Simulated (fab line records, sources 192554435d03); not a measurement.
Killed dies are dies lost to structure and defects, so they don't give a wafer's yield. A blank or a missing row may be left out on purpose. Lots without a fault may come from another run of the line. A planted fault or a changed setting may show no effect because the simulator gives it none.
A struck lot beside a sound one | flow n5_finfet | 27 steps out of a route of 1938
Sound: wafers L517.3, L517.4, L517.6. Struck: wafers L529.1, L529.2, L529.6. The cause comes at the end.
At each step with rows: each side's tool, then ch and its chambers, then its first start. Under that, the readings that differ: sound wafers | struck wafers | difference of the means | sigmas: that difference in standard deviations of wafers without a fault.
alike: readings whose means differ by less than 2 such deviations, and words and numbers that are the same on both sides. not compared: withheld readings, readings that some wafer has no value for, bounds like >300 that may hide the same value, and numbers for which the record gives no deviation and whose values overlap.
The two part at a step that has a row with sigmas, a row that says differs or no value, or rows on one side only. Numbers that don't overlap but have no deviation are shown without sigmas and don't part them. A reading that every wafer of one side lacks parts them only if that side has two wafers or more.

first, 12 steps without rows for these wafers: N5_SD_EPI_P_ETCH_37 (etches SOC in N2/H2, overetch 108 nm, time 486 s); N5_SD_EPI_P_STRIP_38 (strips in N2/H2); N5_SD_EPI_P_ETCHBACK_46 (etches SiNx in CH3F/O2, stops on SiO2, target depth 17.5 nm); N5_SD_EPI_P_ETCH_47 (etches SiOCN in CH3F/O2, target depth 25 nm); N5_SD_EPI_P_ETCH_16 (etches SiO2 in CHF3/O2, target depth 5 nm); N5_SD_EPI_P_STRIP_50 (strips in CHF3/O2); N5_SD_EPI_P_SD_RECESS_17 (chemistry HBr/Cl2/O2, target depth 39.1 nm, bt time 3 s); N5_SD_EPI_P_WET_ETCH_45 (etches SiO2 in dHF, time 10.7 s, target depth 2 nm, rinse time 30 s); N5_SD_EPI_P_STRIP_40 (strips in N2/H2); N5_SD_EPI_P_PRECLEAN_52 (cleans in O3/DIW, time 60 s); N5_SD_EPI_P_SRD_20 (time 30 s); N5_SD_EPI_P_PRECLEAN_51 (cleans in NF3:NH3, afs cycles 1, time 20 s, sublimation time 60 s).
N5_SD_EPI_P_VAPOR_ETCH_44: etches SiGe30 in NF3/Ar, time 3.3 s.
  sound on epi_rpcvd-04 ch 0, day 3 06:54; struck on epi_rpcvd-04 ch 0, day 6 11:07
  reading              | sound             | struck            | difference | sigmas
  susceptor_temp_C (C) | 24.81 24.80 24.81 | 25.09 25.12 25.02 | +0.27      | +2
then, 7 steps without rows for these wafers: N5_SD_EPI_P_EPI_21 (deposits SiGe:B, time 355 s); N5_SD_EPI_P_HM_STRIP_48 (strips SiNx in H3PO4, material SiNx, target depth 3 nm); N5_SD_EPI_P_SRD_49 (time 30 s); N5_SD_EPI_P_PRECLEAN_24 (cleans in O3/DIW, time 45 s); N5_SD_EPI_P_PRECLEAN_32 (cleans in dHF, time 10 s); N5_SD_EPI_P_PRECLEAN_33 (cleans in SC2, time 45 s); N5_SD_EPI_P_SRD_25 (time 30 s).
N5_SD_EPI_P_INSPECT_26: inspects for defects (darkfield).
  sound on defect_inspect-02, day 3 10:09; struck on defect_inspect-01, day 6 14:26
  reading          | sound       | struck      | difference | sigmas
  raw_defect_count | 216 175 226 | 550 521 567 | +340       | +9
then, 2 steps without rows for these wafers: N5_SD_ACTIVATION_RTA_00 (time 0 s); N5_SD_ACTIVATION_LSA_01 (time 0.0008 s).
N5_SD_ACTIVATION_INSPECT_02: inspects for defects (darkfield).
  sound on defect_inspect-02, day 3 10:55; struck on defect_inspect-02, day 6 15:11
  reading          | sound       | struck      | difference | sigmas
  raw_defect_count | 207 174 213 | 543 513 552 | +338       | +9
then, 1 step without rows for these wafers: N5_ILD0_LINER_00 (material SiNx, target thk 4 nm, pulse time 1 s, purge time 2 s).
-- the record jumps here: 5 days lie between the struck wafers' starts before and after (it left off in module ILD0 and takes up again in module BEOL_M4, whose first step shown is number 1111 of the route) --
N5_BEOL_M4_RC_MEAS_101:
  sound on prober-01 ch 0, day 7 17:43; struck on prober-02 ch 0, day 11 08:16
  alike: DIBL_N, DIBL_P, IOFF_N, IOFF_P, ION_N, ION_P, SS_N, SS_P, VT_N, VT_P
-- the record jumps here: 4 days lie between the struck wafers' starts before and after (it left off in module BEOL_M4 and takes up again in module PASSIVATION, whose first step shown is number 1936 of the route) --
N5_PASSIVATION_PROBE_49:
  the record has rows for the struck wafers here (prober-02, day 15 16:43) and none for the sound ones

WHERE THEY PART
First at N5_SD_EPI_P_VAPOR_ETCH_44; last, within this record, at N5_PASSIVATION_PROBE_49.

WHY: what the simulator had put in
Chamber particle source: epi_rpcvd-04, from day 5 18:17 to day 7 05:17, at N5_SD_EPI_P_VAPOR_ETCH_44. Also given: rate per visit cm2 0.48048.
